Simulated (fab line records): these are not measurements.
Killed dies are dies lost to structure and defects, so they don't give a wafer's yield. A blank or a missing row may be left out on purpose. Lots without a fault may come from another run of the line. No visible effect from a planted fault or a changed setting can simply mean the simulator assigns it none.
Problem report, 8D (eight disciplines) form, completed by code | flow nand harc | the parts of the form that need people (team, actions taken, sign-off) are left out

## 1. WHAT IS WRONG
raw defect count at NHARC_A_CHANNEL_HOLE_D1_INSPECT_40 reads a mean of 726 on 1 wafer of 1 lot; wafers without a fault read 73 with a standard deviation of 31. Relative to the usual mean, that is a shift of +21 standard deviations.
Seen first at day 16 11:14 on defect inspect-01, wafer L365.4. Wafers with a number at this step in the record: 30, from 10 lots. The rule behind "out" and "out of limits": a value lying over 4 standard deviations away from the usual mean. Any other wafer with a number is counted as sound.

## 2. WHAT IT IS, AND WHAT IT ISN'T
question                    | is                | is not
which readings at this step | raw defect count  | -
which lots                  | L365              | L347, L348, L350, L351, L352, L354, L357, L361, L362
which wafers of those lots  | L365.4            | L365.2, L365.5
read on which gauges        | defect inspect-01 | defect inspect-02
when                        | from day 16 11:14 | up to then (29 sound wafers)

## 3. WHAT RULES OUT EACH SUSPECT
Counting: if a tool at a process step up to the reading ran every lot that is out, it stays a suspect. Sound lots after the first of them don't rule it out here, since some wafers of a struck lot are sound.
- the gauge at NHARC_A_CHANNEL_HOLE_D1_INSPECT_40 has been ruled out. All the wafers that are out were read on defect inspect-01, but those of them that NHARC_END_SORT_01 has rows for are out there too, on other tools.
- rie diel-10 at NHARC_A_CHANNEL_HOLE_D1_ETCH_38 (etches the open film in CF4, target depth 39 nm, time 65 s): kept. L365, the lot that is out, went through it at day 16 04:13; up to then, the latest sound lot through it was L357 at day 12 22:08.
- rie diel-10 at NHARC_A_CHANNEL_HOLE_D1_ETCH_16 (etches the open film in O2/COS, target depth 3100 nm, time 806 s): kept. L365, the lot that is out, went through it at day 16 11:14; up to then, the latest sound lot through it was L357 at day 13 04:56. NHARC_A_CHANNEL_HOLE_D1_ETCH_16 gives no start for some lots, so the hours and the order of its lots are those of NHARC_A_CHANNEL_HOLE_D1_INSPECT_40.
- rie diel-10 at NHARC_A_CHANNEL_HOLE_D1_STRIP_27 (strips in O2): kept. L365, the lot that is out, went through it at day 16 11:14; up to then, the latest sound lot through it was L357 at day 13 04:56. NHARC_A_CHANNEL_HOLE_D1_STRIP_27 gives no start for some lots, so the hours and the order of its lots are those of NHARC_A_CHANNEL_HOLE_D1_INSPECT_40.
- Within rie diel-10 at NHARC_A_CHANNEL_HOLE_D1_ETCH_38, the wafers that are out were processed in chamber 0 and their sound lot-mates in chamber 2.
- Within rie diel-10 at NHARC_A_CHANNEL_HOLE_D1_ETCH_16: the wafers that are out ran in chamber 2; their sound lot-mates ran in chambers 0, 1.
- Within rie diel-10 at NHARC_A_CHANNEL_HOLE_D1_STRIP_27: the wafers that are out ran in chamber 2; their sound lot-mates ran in chambers 1, 3.
rie diel-10 at NHARC_A_CHANNEL_HOLE_D1_ETCH_38, rie diel-10 at NHARC_A_CHANNEL_HOLE_D1_ETCH_16 and rie diel-10 at NHARC_A_CHANNEL_HOLE_D1_STRIP_27 are what is left after counting.

## 4. THE CAUSE (what the simulator had put in)
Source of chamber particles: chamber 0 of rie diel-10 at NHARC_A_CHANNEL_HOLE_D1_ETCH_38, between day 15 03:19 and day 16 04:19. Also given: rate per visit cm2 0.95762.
This tool is one of the 3 suspects left after counting.

## 5. THE EFFECT CHAIN, in route order
Each row: a reading whose mean over the struck wafers that have a number lies more than 3 standard deviations from the usual. Only readings for which the record gives a usual standard deviation are gone through. hours: the time from each lot's start at the first step in this table that gives one to its start at this step, as a median over the lots. sigmas: the change in usual standard deviations.
hours | step                               | reading          | usual | on struck wafers | change | sigmas
0     | NHARC_A_CHANNEL_HOLE_D1_INSPECT_40 | raw defect count | 73    | 726              | +653   | +21
371   | NHARC_END_SORT_01                  | killed at array  | 41    | 103              | +62    | +6.2
371   | NHARC_END_SORT_01                  | killed dies      | 46    | 106              | +60    | +6.0

## 6. WHAT WOULD HAVE CAUGHT IT SOONER
In this record the first reading out of limits at a measuring or inspecting step was taken at day 16 11:14, 32 hours after the fault began at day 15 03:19.
Of the tool readings at NHARC_A_CHANNEL_HOLE_D1_ETCH_38 for which the record gives a usual standard deviation, none was out on any struck wafer, so an alarm limit of 4 standard deviations on them would not have fired.
By day 16 11:14, every lot that is out (1) had started NHARC_A_CHANNEL_HOLE_D1_ETCH_38 on rie diel-10. A hold on the tool at that time would have spared none of them.
